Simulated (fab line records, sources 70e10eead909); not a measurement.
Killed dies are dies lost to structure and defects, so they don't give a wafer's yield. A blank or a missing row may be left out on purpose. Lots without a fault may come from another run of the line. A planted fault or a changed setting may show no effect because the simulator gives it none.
fab line records | flow nand_harc
record lots=5 wafers=15 last_day=32
route steps=1302 shown P_STI@92 P_GATE@110
lots that met no fault: from a run of the same line without faults
start_h: hours from the record's first day to the start of the lot's first wafer shown | wait_h: hours since the lot's step before | " the same as in the row above | L1.1+2: a row that stands for several wafers | - no value, or no start given | * or withheld: withheld | < > ~ a bound
route shown NAME@n: a module of which the file shows steps, and the number in the route of the first | usual: mean/standard deviation of fault-free wafers | same: alike in all rows | chamber/n: place in a boat | sites: the reading at each site | _std_site: their standard deviation | _edge_site: outer sites' mean less inner sites' | radius_mm: how far each site lies from the wafer's centre | mask NAME#n: copy n | behind: the tool/chamber that last shaped the wafer | hold: why the lot was held/for how many hours/how that ended | device: the transistor (n, p or np) that didn't switch | end of line: the same wafers' tests at the end of the route | a step without rows: its recipe alone | killed: dies lost to structure and defects at the first sort, not the wafer's yield | map: a wafer's dies, x killed, . not, _ none there
set.NAME: the setting as run; set.NAME@STEP: as run at that earlier step | model.NAME: the simulator's own value behind a step, which no gauge read
lots at some steps of the route; a table a step, a row a wafer
services: from which hour (start_h, from the record's first day; less than 0 if before it) a tool's chamber was out of use, for how many hours, and why
## steps
# step NHARC_P_STI_OCD_MEAS_17
# usual trench_depth_nm=300.1/2.8 trench_foot_cd_nm=157.8/1.6
# columns lot.wafer tool chamber start_h wait_h trench_depth_nm trench_foot_cd_nm
L077.1 ocd-02 - 74.75 0.1 302.7 158.0
L077.5 " - " " 301.2 159.1
L077.6 " - " " 300.8 158.0
L079.3 ocd-02 - 98.01 0.1 302.2 157.1
L079.4 " - " " 296.2 158.5
L079.5 " - " " 303.3 156.4
L082.2 ocd-01 - 123.81 0.1 301.1 154.5
L082.3 " - " " 300.6 158.4
L082.6 " - " " 304.7 156.4
L083.1 ocd-01 - 134.91 0.1 302.2 157.0
L083.5 " - " " 302.4 158.6
L083.6 " - " " 301.1 156.9
L093.1 ocd-01 - 234.30 0.1 303.3 154.8
L093.3 " - " " 298.1 156.2
L093.5 " - " " 298.3 155.3
# step NHARC_P_STI_STRIP_19
# recipe time_s=900 temp_c=130 chemistry=SPM
# columns lot.wafer tool chamber start_h wait_h
L077.1+5+6 wet_bench-04 1,3,4 74.81 0.1
L079.4+3+5 wet_bench-04 1,2,5 98.06 0.0
L082.6+3+2 wet_bench-07 1,3,4 123.88 0.1
L083.5+1+6 wet_bench-07 7,1,2 134.97 0.0
L093.3+1+5 wet_bench-07 6,0,1 234.35 0.1
# step NHARC_P_STI_PRECLEAN_32
# recipe time_s=* temp_c=50 bath_age_min=0 chemistry=SC1
# usual diw_flow_mL_min=1415/4.3 h2o2_flow_mL_min=56.61/0.17
# columns lot.wafer tool chamber start_h wait_h diw_flow_mL_min h2o2_flow_mL_min
L077.1 wet_bench-04 1 - - 1415 56.45
L077.5 " 3 " " 1412 56.49
L077.6 " 4 " " 1405 56.68
L079.4 wet_bench-04 1 - - 1412 56.61
L079.3 " 2 " " 1416 56.61
L079.5 " 5 " " 1414 56.55
L082.6 wet_bench-07 1 - - 1415 56.68
L082.3 " 3 " " 1413 56.59
L082.2 " 4 " " 1415 56.74
L083.5 wet_bench-07 7 - - 1413 56.52
L083.1 " 1 " " 1420 56.83
L083.6 " 2 " " 1414 56.57
L093.3 wet_bench-07 6 - - 1422 56.65
L093.1 " 0 " " 1410 56.56
L093.5 " 1 " " 1423 56.82
# step NHARC_P_STI_SRD_23
# columns lot.wafer tool chamber start_h wait_h
L077.1+5+6 wet_bench-04 1,3,4 - -
L079.4+3+5 wet_bench-04 1,2,5 - -
L082.6+3+2 wet_bench-07 1,3,4 - -
L083.5+1+6 wet_bench-07 7,1,2 - -
L093.3+1+5 wet_bench-07 6,0,1 - -
# step NHARC_P_STI_OCD_MEAS_43
# usual trench_depth_nm=300.1/2.8 trench_foot_cd_nm=157.9/1.6
# columns lot.wafer tool chamber start_h wait_h trench_depth_nm trench_foot_cd_nm
L077.1 ocd-01 - 75.26 - 302.6 158.1
L077.5 " - " " 301.7 158.7
L077.6 " - " " 300.1 157.6
L079.3 ocd-01 - 98.52 - 301.7 157.0
L079.4 " - " " 296.3 158.7
L079.5 " - " " 303.0 157.0
L082.2 ocd-02 - 124.31 - 300.7 154.3
L082.3 " - " " 300.8 158.1
L082.6 " - " " 304.0 155.9
L083.1 ocd-01 - 135.42 - 302.4 157.0
L083.5 " - " " 303.3 159.5
L083.6 " - " " 300.9 156.7
L093.1 ocd-02 - 234.82 - 303.6 155.3
L093.3 " - " " 297.6 156.6
L093.5 " - " " 297.3 155.5
# step NHARC_P_STI_OXIDE_33
# recipe target_thk_a=100 temp_c=1000 ox_time_s=281 material=SiO2
# usual spike_tc_centre_C=1000.3/1 spike_tc_top_C=1007/4.5
# columns lot.wafer tool chamber start_h wait_h spike_tc_centre_C spike_tc_top_C
L077.1 furnace-04 0 78.98 3.7 1000.3 1003
L077.5 " 0 " " 1003.2 1003
L077.6 " 0 " " 1001.3 1004
L079.3 furnace-02 0 103.28 4.8 998.5 1014
L079.4 " 0 " " 999.3 1015
L079.5 " 0 " " 999.5 1012
L082.2 furnace-02 0 128.00 3.7 1000.5 1012
L082.3 " 0 " " 998.4 1014
L082.6 " 0 " " 1000.5 1014
L083.1 furnace-02 0 139.99 4.6 999.3 1014
L083.5 " 0 " " 1000.3 1013
L083.6 " 0 " " 999.7 1013
L093.1 furnace-02 0 238.51 3.7 999.9 1013
L093.3 " 0 " " 999.5 1013
L093.5 " 0 " " 999.6 1015
# step NHARC_P_STI_HDPCVD_20
# recipe target_thk_a=withheld sigma_open_frac=withheld material=SiO2
# columns lot.wafer tool chamber start_h wait_h
L077.1+5+6 hdpcvd-01 0,0,1 83.61 0.4
L079.3+4+5 hdpcvd-01 1,0,0 108.09 0.5
L082.2+3+6 hdpcvd-01 1,0,1 132.76 0.4
L083.1+6+5 hdpcvd-01 0,0,1 144.70 0.4
L093.1+3+5 hdpcvd-01 1,0,0 243.31 0.5
# step NHARC_P_STI_ANNEAL_34
# recipe temp_c=1000 time_s=1800
# usual spike_tc_centre_C=1000.4/1.1 spike_tc_top_C=1006/4.5
# columns lot.wafer tool chamber start_h wait_h spike_tc_centre_C spike_tc_top_C
L077.1 furnace-08 0 89.06 5.4 999.2 1003
L077.5 " 0 " " 1000.2 1003
L077.6 " 0 " " 1000.2 1004
L079.3 furnace-04 0 113.79 5.6 1000.1 1004
L079.4 " 0 " " 1001.7 1003
L079.5 " 0 " " 1000.1 1003
L082.2 furnace-08 0 139.59 6.7 999.2 1005
L082.3 " 0 " " 1001.0 1003
L082.6 " 0 " " 999.3 1005
L083.1 furnace-04 0 151.44 6.7 999.5 1003
L083.5 " 0 " " 999.8 1002
L083.6 " 0 " " 1000.7 1004
L093.1 furnace-04 0 246.77 3.4 1001.2 1003
L093.3 " 0 " " 999.9 1004
L093.5 " 0 " " 998.4 1003
# step NHARC_P_STI_CMP_21
# recipe t_overpolish_s=20 target_thk_nm=380.67
# usual edge_zone_pressure_frac=1.000/0.0054 motor_current_A=11.9/1 overpolish_run_s=20.000/0.0091
# same t_overpolish_s=20
# columns lot.wafer tool chamber start_h wait_h edge_zone_pressure_frac motor_current_A overpolish_run_s
L077.1 cmp-01 3 94.07 0.4 1.004 13.1 19.988
L077.5 " 1 " " 0.997 11.6 19.997
L077.6 " 2 " " 1.006 12.4 20.005
L079.3 cmp-01 1 118.66 0.4 0.987 11.9 20.004
L079.4 " 3 " " 0.994 12.1 19.987
L079.5 " 1 " " 0.996 11.4 19.995
L082.3 cmp-02 0 144.57 0.4 0.996 12.9 19.989
L082.2 " 1 " " 1.002 11.2 19.991
L082.6 " 2 " " 1.001 10.2 20.005
L083.1 cmp-03 1 156.48 0.4 0.991 11.1 20.007
L083.5 " 2 " " 0.999 10.6 20.016
L083.6 " 3 " " 1.004 13.2 19.998
L093.3 cmp-03 3 251.68 0.4 1.001 13.3 20.017
L093.1 " 1 " " 1.001 10.9 19.983
L093.5 " 0 " " 1.004 13.9 19.989
# step NHARC_P_STI_SRD_35
# columns lot.wafer tool chamber start_h wait_h
L077.1+5+6 wet_bench-07 6,1,2 94.32 0.0
L079.5+3+4 wet_bench-04 6,1,2 118.94 0.0
L082.2+3+6 wet_bench-04 3,6,7 144.83 0.0
L083.1+5+6 wet_bench-04 4,7,0 156.72 0.0
L093.1+3+5 wet_bench-07 2,3,4 251.99 0.0
# step NHARC_P_STI_ETCH_36
# recipe target_depth_a=388 chemistry=dHF material=SiO2
# columns lot.wafer tool chamber start_h wait_h
L077.1+5+6 wet_bench-07 6,1,2 94.34 0.0
L079.5+3+4 wet_bench-04 6,1,2 118.96 0.0
L082.2+3+6 wet_bench-04 3,6,7 144.85 0.0
L083.1+5+6 wet_bench-04 4,7,0 156.74 0.0
L093.1+3+5 wet_bench-07 2,3,4 252.01 0.0
# step NHARC_P_STI_STRIP_24
# recipe temp_c=160 chemistry=H3PO4 material=Si3N4
# columns lot.wafer tool chamber start_h wait_h
L077.1+5+6 wet_bench-07 6,1,2 94.35 0.0
L079.5+3+4 wet_bench-04 6,1,2 118.98 0.0
L082.2+3+6 wet_bench-04 3,6,7 144.87 0.0
L083.1+5+6 wet_bench-04 4,7,0 156.75 0.0
L093.1+3+5 wet_bench-07 2,3,4 252.03 0.0
# step NHARC_P_STI_ETCH_37
# recipe target_depth_a=110 chemistry=dHF material=SiO2
# columns lot.wafer tool chamber start_h wait_h
L077.1+5+6 wet_bench-07 6,1,2 - -
L079.5+3+4 wet_bench-04 6,1,2 - -
L082.2+3+6 wet_bench-04 3,6,7 - -
L083.1+5+6 wet_bench-04 4,7,0 - -
L093.1+3+5 wet_bench-07 2,3,4 - -
# step NHARC_P_STI_PRECLEAN_38
# recipe time_s=* temp_c=50 bath_age_min=0 chemistry=SC1
# usual diw_flow_mL_min=1415/3.8 h2o2_flow_mL_min=56.60/0.17
# columns lot.wafer tool chamber start_h wait_h diw_flow_mL_min h2o2_flow_mL_min
L077.1 wet_bench-07 6 - - 1414 56.61
L077.5 " 1 " " 1409 56.54
L077.6 " 2 " " 1412 56.15
L079.5 wet_bench-04 6 - - 1416 56.52
L079.3 " 1 " " 1409 56.31
L079.4 " 2 " " 1412 56.69
L082.2 wet_bench-04 3 - - 1410 56.56
L082.3 " 6 " " 1414 56.60
L082.6 " 7 " " 1412 56.54
L083.1 wet_bench-04 4 - - 1414 56.75
L083.5 " 7 " " 1415 56.64
L083.6 " 0 " " 1419 56.50
L093.1 wet_bench-07 2 - - 1418 56.65
L093.3 " 3 " " 1415 56.44
L093.5 " 4 " " 1414 56.59
# step NHARC_P_STI_SRD_39
# columns lot.wafer tool chamber start_h wait_h
L077.1+5+6 wet_bench-07 6,1,2 - -
L079.5+3+4 wet_bench-04 6,1,2 - -
L082.2+3+6 wet_bench-04 3,6,7 - -
L083.1+5+6 wet_bench-04 4,7,0 - -
L093.1+3+5 wet_bench-07 2,3,4 - -
# step NHARC_P_STI_OXIDE_40
# recipe target_thk_a=100 temp_c=900 ox_time_s=1362 material=SiO2
# usual spike_tc_centre_C=900.5/0.96 spike_tc_top_C=905.3/2.8
# columns lot.wafer tool chamber start_h wait_h spike_tc_centre_C spike_tc_top_C
L077.1 furnace-08 0 97.92 - 898.7 906.4
L077.5 " 0 " " 900.6 905.0
L077.6 " 0 " " 900.6 904.9
L079.3 furnace-04 0 123.13 - 902.3 905.2
L079.4 " 0 " " 899.3 905.5
L079.5 " 0 " " 900.5 904.3
L082.2 furnace-08 0 151.35 - 897.7 905.3
L082.3 " 0 " " 900.5 906.1
L082.6 " 0 " " 901.0 905.1
L083.1 furnace-04 0 162.20 - 900.2 905.3
L083.5 " 0 " " 900.9 903.2
L083.6 " 0 " " 901.6 904.7
L093.1 furnace-04 0 258.29 - 899.6 903.9
L093.3 " 0 " " 900.3 904.0
L093.5 " 0 " " 901.6 904.2
# step NHARC_P_STI_INSPECT_25
# usual raw_defect_count=197/71
# columns lot.wafer tool chamber start_h wait_h raw_defect_count
L077.1 defect_inspect-01 - 101.92 0.4 168
L077.5 " - " " 164
L077.6 " - " " 145
L079.3 defect_inspect-02 - 127.21 0.4 175
L079.4 " - " " 138
L079.5 " - " " 208
L082.2 defect_inspect-01 - 155.40 0.4 179
L082.3 " - " " 379
L082.6 " - " " 164
L083.1 defect_inspect-02 - 166.23 0.4 88
L083.5 " - " " 311
L083.6 " - " " 174
L093.1 defect_inspect-02 - 262.38 0.4 184
L093.3 " - " " 142
L093.5 " - " " 249
# step NHARC_P_GATE_ETCH_69
# recipe target_depth_a=140 chemistry=dHF material=SiO2
# columns lot.wafer tool chamber start_h wait_h
L077.5+6+1 wet_bench-02 5,6,0 101.97 0.0
L079.4+5+3 wet_bench-02 6,7,0 127.29 0.1
L082.3+2+6 wet_bench-09 3,5,6 155.48 0.1
L083.1+6+5 wet_bench-02 6,0,1 166.31 0.1
L093.5+1+3 wet_bench-02 3,4,6 262.45 0.1
# step NHARC_P_GATE_PRECLEAN_70
# recipe time_s=* temp_c=50 bath_age_min=0 chemistry=SC1
# usual diw_flow_mL_min=1415/4.2 h2o2_flow_mL_min=56.64/0.18
# columns lot.wafer tool chamber start_h wait_h diw_flow_mL_min h2o2_flow_mL_min
L077.5 wet_bench-02 5 102.07 0.1 1421 56.70
L077.6 " 6 " " 1422 56.63
L077.1 " 0 " " 1421 56.91
L079.4 wet_bench-02 6 127.36 0.1 1417 56.70
L079.5 " 7 " " 1413 56.65
L079.3 " 0 " " 1421 56.60
L082.3 wet_bench-09 3 155.55 0.1 1410 56.62
L082.2 " 5 " " 1413 56.66
L082.6 " 6 " " 1414 56.89
L083.1 wet_bench-02 6 166.39 0.1 1408 56.69
L083.6 " 0 " " 1415 56.49
L083.5 " 1 " " 1416 56.76
L093.5 wet_bench-02 3 262.53 0.1 1410 56.60
L093.1 " 4 " " 1413 56.89
L093.3 " 6 " " 1413 57.09
# step NHARC_P_GATE_SRD_01
# columns lot.wafer tool chamber start_h wait_h
L077.5+6+1 wet_bench-02 5,6,0 - -
L079.4+5+3 wet_bench-02 6,7,0 - -
L082.3+2+6 wet_bench-09 3,5,6 - -
L083.1+6+5 wet_bench-02 6,0,1 - -
L093.5+1+3 wet_bench-02 3,4,6 - -
# step NHARC_P_GATE_OXIDE_02
# recipe target_thk_a=375 temp_c=950 p_h2o_torr=720 ox_time_s=365 material=SiO2
# usual spike_tc_centre_C=950.3/1.3 spike_tc_top_C=960.2/2.8
# columns lot.wafer tool chamber start_h wait_h spike_tc_centre_C spike_tc_top_C
L077.1 furnace-07 0 106.47 - 948.8 960.4
L077.5 " 0 " " 951.0 962.7
L077.6 " 0 " " 949.7 960.8
L079.3 furnace-07 0 133.12 - 951.4 959.9
L079.4 " 0 " " 952.1 959.9
L079.5 " 0 " " 949.3 959.2
L082.2 furnace-06 0 159.12 - 951.5 959.2
L082.3 " 0 " " 951.2 959.6
L082.6 " 0 " " 951.4 956.7
L083.1 furnace-06 0 169.95 - 952.0 956.6
L083.5 " 0 " " 952.1 959.3
L083.6 " 0 " " 950.7 956.3
L093.1 furnace-05 0 265.74 - 947.3 965.3
L093.3 " 0 " " 948.4 963.8
L093.5 " 0 " " 949.9 964.7
# step NHARC_P_GATE_DEHYDRATE_03
# recipe temp_c=150 time_s=120
# columns lot.wafer tool chamber start_h wait_h
L077.1+5+6 litho_track-03 0 111.03 0.4
L079.3+4+5 litho_track-03 0 137.71 0.4
L082.2+3+6 litho_track-03 0 163.69 0.4
L083.1+5+6 litho_track-05 0 174.52 0.4
L093.1+3+5 litho_track-03 0 270.26 0.4
# step NHARC_P_GATE_HMDS_04
# recipe time_s=30
# columns lot.wafer tool chamber start_h wait_h
L077.1+5+6 litho_track-03 0 - -
L079.3+4+5 litho_track-03 0 - -
L082.2+3+6 litho_track-03 0 - -
L083.1+5+6 litho_track-05 0 - -
L093.1+3+5 litho_track-03 0 - -
# step NHARC_P_GATE_COAT_05
# recipe spin_rpm=4690
# columns lot.wafer tool chamber start_h wait_h
L077.1+5+6 litho_track-03 0 - -
L079.3+4+5 litho_track-03 0 - -
L082.2+3+6 litho_track-03 0 - -
L083.1+5+6 litho_track-05 0 - -
L093.1+3+5 litho_track-03 0 - -
# step NHARC_P_GATE_SOFTBAKE_06
# recipe temp_c=122 time_s=95
# columns lot.wafer tool chamber start_h wait_h
L077.1+5+6 litho_track-03 0 - -
L079.3+4+5 litho_track-03 0 - -
L082.2+3+6 litho_track-03 0 - -
L083.1+5+6 litho_track-05 0 - -
L093.1+3+5 litho_track-03 0 - -
# step NHARC_P_GATE_EBR_07
# columns lot.wafer tool chamber start_h wait_h
L077.1+5+6 litho_track-03 0 - -
L079.3+4+5 litho_track-03 0 - -
L082.2+3+6 litho_track-03 0 - -
L083.1+5+6 litho_track-05 0 - -
L093.1+3+5 litho_track-03 0 - -
# step NHARC_P_GATE_EXPOSE_08
# recipe na=0.6 dose_mj=16.75 mask_id=P_HV
# usual exposure_dose_mJ_cm2=16.753/0.017 focus_offset_nm=-0.1/0.48
# columns lot.wafer tool chamber start_h wait_h mask exposure_dose_mJ_cm2 focus_offset_nm
L077.1 krf_scanner-03 0 111.17 - P_HV#0 16.762 0.8
L077.5 " 0 " " P_HV#0 16.758 0.1
L077.6 " 0 " " P_HV#0 16.775 0.0
L079.3 krf_scanner-02 0 137.86 - P_HV#0 16.708 0.6
L079.4 " 0 " " P_HV#0 16.715 0.1
L079.5 " 0 " " P_HV#0 16.737 0.4
L082.2 krf_scanner-03 0 163.97 - P_HV#0 16.764 -0.3
L082.3 " 0 " " P_HV#0 16.751 -0.2
L082.6 " 0 " " P_HV#0 16.784 -0.3
L083.1 krf_scanner-01 0 174.79 - P_HV#0 16.755 0.1
L083.5 " 0 " " P_HV#0 16.755 0.0
L083.6 " 0 " " P_HV#0 16.780 0.4
L093.1 krf_scanner-03 0 270.41 - P_HV#0 16.735 0.2
L093.3 " 0 " " P_HV#0 16.723 -0.2
L093.5 " 0 " " P_HV#0 16.742 -0.4
# step NHARC_P_GATE_PEB_09
# recipe peb_temp_c=118 peb_time_s=85
# columns lot.wafer tool chamber start_h wait_h
L077.1+5+6 litho_track-03 0 111.24 0.1
L079.3+4+5 litho_track-02 0 137.92 0.1
L082.2+3+6 litho_track-03 0 164.03 0.1
L083.1+5+6 litho_track-05 0 174.86 0.1
L093.1+3+5 litho_track-03 0 270.48 0.1
# step NHARC_P_GATE_DEVELOP_10
# recipe time_s=70
# columns lot.wafer tool chamber start_h wait_h
L077.1+5+6 litho_track-03 0 - -
L079.3+4+5 litho_track-02 0 - -
L082.2+3+6 litho_track-03 0 - -
L083.1+5+6 litho_track-05 0 - -
L093.1+3+5 litho_track-03 0 - -
# step NHARC_P_GATE_CD_MEAS_11
# recipe target_cd_nm=1640 landing_energy_ev=500
# usual cd_nm=1640.3/1.2
# columns lot.wafer tool chamber start_h wait_h cd_nm
L077.1 cd_sem-01 0 111.33 - 1639.5
L077.5 " 0 " " 1637.8
L077.6 " 0 " " 1639.0
L079.3 cd_sem-02 0 138.01 - 1640.0
L079.4 " 0 " " 1638.3
L079.5 " 0 " " 1640.8
L082.2 cd_sem-03 0 164.12 - 1644.2
L082.3 " 0 " " 1641.6
L082.6 " 0 " " 1641.9
L083.1 cd_sem-01 0 174.95 - 1639.6
L083.5 " 0 " " 1640.1
L083.6 " 0 " " 1641.8
L093.1 cd_sem-01 0 270.57 - 1639.4
L093.3 " 0 " " 1640.9
L093.5 " 0 " " 1640.9
# step NHARC_P_GATE_HARDBAKE_12
# recipe temp_c=125 time_s=80
# columns lot.wafer tool chamber start_h wait_h
L077.1+5+6 litho_track-05 0 111.41 -
L079.3+4+5 litho_track-03 0 138.09 -
L082.2+3+6 litho_track-03 0 164.20 -
L083.1+5+6 litho_track-05 0 175.03 -
L093.1+3+5 litho_track-05 0 270.65 -
# step NHARC_P_GATE_DESCUM_13
# recipe time_s=3 o2_flow_sccm=200 ar_flow_sccm=0 bias_power_w=0 chemistry=O2
# usual drypump_motor_current_A=6.0/0.39 oes_product_au=1.003/0.0079 rf_vpp_V=57.9/0.9 showerhead_plenum_p_Torr=1.94/0.082 throttle_valve_pct=11.312/0.0086
# columns lot.wafer tool chamber start_h wait_h drypump_motor_current_A oes_product_au rf_hours_counter_h rf_vpp_V showerhead_plenum_p_Torr throttle_valve_pct
L077.1 rie_diel-09 3 111.51 - 6.1 0.994 9 56.7 1.97 11.308
L077.5 " 1 " " 6.2 0.998 - 57.3 1.89 11.309
L077.6 " 2 " " 5.3 0.990 - 56.7 1.81 11.311
L079.3 rie_diel-13 3 138.17 - 6.1 1.015 8 58.7 2.04 11.303
L079.4 " 0 " " 6.2 1.006 8 58.8 1.99 11.307
L079.5 " 0 " " 6.2 1.005 - 59.2 1.99 11.329
L082.3 rie_diel-13 1 164.28 - 6.3 0.999 9 57.9 1.87 11.313
L082.2 " 2 " " 5.8 1.003 10 58.4 1.95 11.308
L082.6 " 0 " " 6.2 0.999 - 58.2 1.99 11.317
L083.1 rie_diel-13 3 175.14 - 6.1 1.024 0 58.5 2.04 11.314
L083.5 " 0 " " 6.2 1.007 - 57.7 1.99 11.309
L083.6 " 1 " " 6.3 1.014 - 57.2 1.87 11.309
L093.1 rie_diel-02 0 270.75 - 5.2 0.997 1 58.3 1.85 11.321
L093.3 " 1 " " 5.0 1.005 1 58.2 2.05 11.315
L093.5 " 3 " " 5.3 0.995 - 57.4 1.81 11.314
# step NHARC_P_GATE_ETCH_14
# recipe target_depth_a=488 chemistry=dHF material=SiO2
# columns lot.wafer tool chamber start_h wait_h
L077.5+1+6 wet_bench-02 7,0,3 111.63 0.1
L079.4+3+5 wet_bench-09 4,7,0 138.31 0.1
L082.2+3+6 wet_bench-05 0,1,4 164.44 0.1
L083.6+1+5 wet_bench-02 5,6,7 175.24 0.1
L093.3+5+1 wet_bench-02 1,2,4 270.88 0.1
# step NHARC_P_GATE_STRIP_15
# recipe time_s=780 temp_c=130 chemistry=SPM
# columns lot.wafer tool chamber start_h wait_h
L077.5+1+6 wet_bench-02 7,0,3 111.67 0.0
L079.4+3+5 wet_bench-09 4,7,0 138.35 0.0
L082.2+3+6 wet_bench-05 0,1,4 164.48 0.0
L083.6+1+5 wet_bench-02 5,6,7 175.29 0.0
L093.3+5+1 wet_bench-02 1,2,4 270.92 0.0
# step NHARC_P_GATE_PRECLEAN_71
# recipe time_s=* temp_c=50 bath_age_min=0 chemistry=SC1
# usual diw_flow_mL_min=1414/3.9 h2o2_flow_mL_min=56.58/0.18
# columns lot.wafer tool chamber start_h wait_h diw_flow_mL_min h2o2_flow_mL_min
L077.5 wet_bench-02 7 - - 1419 56.35
L077.1 " 0 " " 1407 56.49
L077.6 " 3 " " 1417 56.39
L079.4 wet_bench-09 4 - - 1413 56.71
L079.3 " 7 " " 1415 56.41
L079.5 " 0 " " 1418 56.57
L082.2 wet_bench-05 0 - - 1419 56.44
L082.3 " 1 " " 1416 56.77
L082.6 " 4 " " 1416 56.57
L083.6 wet_bench-02 5 - - 1410 56.49
L083.1 " 6 " " 1414 56.72
L083.5 " 7 " " 1425 56.56
L093.3 wet_bench-02 1 - - 1416 56.59
L093.5 " 2 " " 1416 56.70
L093.1 " 4 " " 1410 56.35
# step NHARC_P_GATE_SRD_72
# columns lot.wafer tool chamber start_h wait_h
L077.5+1+6 wet_bench-02 7,0,3 - -
L079.4+3+5 wet_bench-09 4,7,0 - -
L082.2+3+6 wet_bench-05 0,1,4 - -
L083.6+1+5 wet_bench-02 5,6,7 - -
L093.3+5+1 wet_bench-02 1,2,4 - -
# step NHARC_P_GATE_OXIDE_16
# recipe target_thk_a=30 temp_c=875 ox_time_s=392 material=SiO2
# usual spike_tc_centre_C=875.1/1.6 spike_tc_top_C=887/3.4
# columns lot.wafer tool chamber start_h wait_h spike_tc_centre_C spike_tc_top_C
L077.1 furnace-06 0 115.46 - 876.7 883
L077.5 " 0 " " 876.4 883
L077.6 " 0 " " 875.8 883
L079.3 furnace-05 0 142.70 - 873.2 892
L079.4 " 0 " " 874.1 890
L079.5 " 0 " " 872.3 893
L082.2 furnace-07 0 168.58 - 876.3 888
L082.3 " 0 " " 877.6 886
L082.6 " 0 " " 876.7 888
L083.1 furnace-06 0 179.85 - 875.3 884
L083.5 " 0 " " 876.9 885
L083.6 " 0 " " 877.2 885
L093.1 furnace-07 0 274.47 - 874.8 886
L093.3 " 0 " " 875.9 887
L093.5 " 0 " " 877.2 887
# step NHARC_P_GATE_CVD_17
# recipe target_thk_a=1500 temp_c=620 time_s=900 material=poly-Si
# usual spike_tc_centre_C=620.9/1.3 spike_tc_top_C=637.9/1.2
# columns lot.wafer tool chamber start_h wait_h spike_tc_centre_C spike_tc_top_C
L077.1 lpcvd_poly-02 0 121.65 2.6 622.5 636.2
L077.5 " 0 " " 621.0 638.3
L077.6 " 0 " " 621.9 637.6
L079.3 lpcvd_poly-03 0 148.94 2.7 622.1 637.9
L079.4 " 0 " " 621.1 638.1
L079.5 " 0 " " 621.8 635.3
L082.2 lpcvd_poly-04 0 174.70 2.5 620.0 635.7
L082.3 " 0 " " 620.4 636.2
L082.6 " 0 " " 620.2 636.0
L083.1 lpcvd_poly-02 0 186.02 2.6 622.4 638.8
L083.5 " 0 " " 621.1 637.5
L083.6 " 0 " " 621.1 639.3
L093.1 lpcvd_poly-03 0 280.70 2.7 621.2 638.8
L093.3 " 0 " " 619.5 635.7
L093.5 " 0 " " 620.6 637.4
# step NHARC_P_GATE_HM_DEP_102
# recipe target_thk_a=1200 temp_c=400 material=aC
# usual throttle_valve_pct=35.000/0.0088
# columns lot.wafer tool chamber start_h wait_h throttle_valve_pct
L077.1 acl_dep-02 0 125.65 1.8 34.993
L077.5 " 0 " " 35.006
L077.6 " 0 " " 34.991
L079.3 acl_dep-03 0 151.74 0.6 34.993
L079.4 " 0 " " 34.983
L079.5 " 0 " " 35.003
L082.2 acl_dep-01 0 179.12 2.2 34.993
L082.3 " 0 " " 35.002
L082.6 " 0 " " 34.984
L083.1 acl_dep-02 0 188.70 0.4 35.022
L083.5 " 0 " " 35.013
L083.6 " 0 " " 35.007
L093.1 acl_dep-02 0 284.75 1.9 34.999
L093.3 " 0 " " 35.015
L093.5 " 0 " " 35.002
# step NHARC_P_GATE_DEP_103
# recipe target_thk_a=300 target_thk_nm=30 temp_c=400 flow_sccm=200 rf_w=350 material=SiON
# usual heater_power_w=736/76
# columns lot.wafer tool chamber start_h wait_h heater_power_w
L077.1 pecvd-04 2 126.37 0.6 690
L077.6 " 1 " " 775
L077.5 " 2 " " 702
L079.3 pecvd-04 0 152.19 0.3 815
L079.5 " 0 " " 829
L079.4 " 2 " " 676
L082.2 pecvd-03 2 179.68 0.4 791
L082.3 " 1 " " 620
L082.6 " 1 " " 631
L083.1 pecvd-04 1 189.38 0.6 731
L083.6 " 0 " " 911
L083.5 " 1 " " 729
L093.3 pecvd-03 2 285.42 0.3 862
L093.1 " 0 " " 672
L093.5 " 1 " " 641
# step NHARC_P_GATE_DEHYDRATE_18
# recipe temp_c=150 time_s=120
# columns lot.wafer tool chamber start_h wait_h
L077.1+5+6 litho_track-06 0 126.59 0.2
L079.3+4+5 litho_track-04 0 152.47 0.2
L082.2+3+6 litho_track-04 0 179.95 0.2
L083.1+5+6 litho_track-04 0 189.62 0.2
L093.1+3+5 litho_track-01 0 285.69 0.2
# step NHARC_P_GATE_HMDS_19
# recipe time_s=30
# columns lot.wafer tool chamber start_h wait_h
L077.1+5+6 litho_track-06 0 - -
L079.3+4+5 litho_track-04 0 - -
L082.2+3+6 litho_track-04 0 - -
L083.1+5+6 litho_track-04 0 - -
L093.1+3+5 litho_track-01 0 - -
# step NHARC_P_GATE_COAT_20
# recipe spin_rpm=1500 resist_thk_nm=90
# usual dispense_pressure_kPa=53.6/1.1
# columns lot.wafer tool chamber start_h wait_h dispense_pressure_kPa
L077.1 litho_track-06 0 - - 53.3
L077.5 " 0 " " 53.3
L077.6 " 0 " " 53.3
L079.3 litho_track-04 0 - - 52.3
L079.4 " 0 " " 52.3
L079.5 " 0 " " 52.3
L082.2 litho_track-04 0 - - 52.3
L082.3 " 0 " " 52.3
L082.6 " 0 " " 52.3
L083.1 litho_track-04 0 - - 52.3
L083.5 " 0 " " 52.3
L083.6 " 0 " " 52.3
L093.1 litho_track-01 0 - - 55.2
L093.3 " 0 " " 55.2
L093.5 " 0 " " 55.2
# step NHARC_P_GATE_SOFTBAKE_21
# recipe temp_c=105 time_s=55
# columns lot.wafer tool chamber start_h wait_h
L077.1+5+6 litho_track-06 0 - -
L079.3+4+5 litho_track-04 0 - -
L082.2+3+6 litho_track-04 0 - -
L083.1+5+6 litho_track-04 0 - -
L093.1+3+5 litho_track-01 0 - -
# step NHARC_P_GATE_EBR_22
# columns lot.wafer tool chamber start_h wait_h
L077.1+5+6 litho_track-06 0 - -
L079.3+4+5 litho_track-04 0 - -
L082.2+3+6 litho_track-04 0 - -
L083.1+5+6 litho_track-04 0 - -
L093.1+3+5 litho_track-01 0 - -
## services
# columns tool chamber start_h hours kind
wet_bench-04 - 51.20 8.0 pm
krf_scanner-03 - 52.38 4.0 pm
acl_dep-02 - 63.91 13.0 pm
wet_bench-02 - 68.00 8.0 pm
wet_bench-05 - 84.80 8.0 pm
pecvd-04 - 88.00 13.0 pm
krf_scanner-03 - 90.92 0.7 repair
litho_track-03 - 100.00 7.0 pm
litho_track-05 - 124.00 7.0 pm
wet_bench-09 - 145.55 2.1 repair
litho_track-01 - 155.00 7.0 pm
rie_diel-13 3 156.05 14.0 repair
wet_bench-07 - 160.10 8.0 pm
rie_diel-13 - 165.00 9.0 pm
wet_bench-09 - 176.80 8.0 pm
litho_track-06 - 179.00 7.0 pm
hdpcvd-01 - 185.46 13.0 pm
wet_bench-07 - 201.19 3.7 repair
litho_track-04 - 203.00 7.0 pm
wet_bench-04 - 227.20 8.0 pm
wet_bench-02 - 244.00 8.0 pm
hdpcvd-01 - 246.36 0.5 repair
wet_bench-05 - 260.80 8.0 pm
litho_track-03 - 275.00 7.0 pm
## key
fault none
